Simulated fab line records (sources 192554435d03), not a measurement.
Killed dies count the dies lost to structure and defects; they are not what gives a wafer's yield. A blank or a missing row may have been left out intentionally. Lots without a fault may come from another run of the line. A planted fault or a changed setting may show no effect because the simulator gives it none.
What tool caused it? :: flow n5 finfet :: 10 lots, 30 wafers sampled, at 1 step of a route of 1938

WHAT THE GAUGES READ, wafer by wafer
N5_BEOL_M10_INSPECT_13: inspects for defects (brightfield). Usual: raw defect count reads 403 (standard deviation 82).
lot: L529
measured: day 11 15:21
on: defect inspect-02
raw defect count: 618 621 431
flag: 

lot: L530
measured: day 11 19:49
on: defect inspect-01
raw defect count: 369 462 394
flag: 

lot: L532
measured: day 12 20:56
on: defect inspect-01
raw defect count: 549 602 323
flag: 

lot: L539
measured: day 14 03:05
on: defect inspect-02
raw defect count: 240 393 277
flag: 

lot: L541
measured: day 14 10:56
on: defect inspect-01
raw defect count: 461 371 413
flag: 

lot: L542
measured: day 14 19:56
on: defect inspect-01
raw defect count: 228 357 456
flag: 

lot: L543
measured: day 15 08:40
on: defect inspect-02
raw defect count: 316 343 365
flag: 

lot: L546
measured: day 15 15:39
on: defect inspect-01
raw defect count: 446 367 425
flag: 

lot: L549
measured: day 16 06:31
on: defect inspect-02
raw defect count: 314 447 359
flag: 

lot: L552
measured: day 17 22:49
on: defect inspect-01
raw defect count: 362 356 353
flag: 

EACH LOT AND THE TOOL THAT RAN IT (in order: tool; ch and the chambers of the sampled wafers; start)
Record: no process step prior to these readings.

AS READ BY THE TOOLS THEMSELVES (means over the sampled wafers that have a number; for cases with no such wafer, the mark the record gives instead)
The record holds no such reading with a usual standard deviation.

THE ANSWER, worked out from the rows above alone
Rule: take the mean of a lot's wafers that have a number; if it is more than 3 standard deviations from the usual mean, the lot is off. A lot without any number at a reading at which 4 lots or more have one is off too. Any other lot the step has rows for is counted as sound. The gauges are gone through in route order, then the tools' own readings, and for those a lot's mean is taken as printed above. At the first step where some lot is off, the reading lying furthest off is the one used; lots without a number count as furthest.
Nothing can be told from this: no lot is off at any reading shown.

WHAT THE SIMULATOR HAD PUT IN
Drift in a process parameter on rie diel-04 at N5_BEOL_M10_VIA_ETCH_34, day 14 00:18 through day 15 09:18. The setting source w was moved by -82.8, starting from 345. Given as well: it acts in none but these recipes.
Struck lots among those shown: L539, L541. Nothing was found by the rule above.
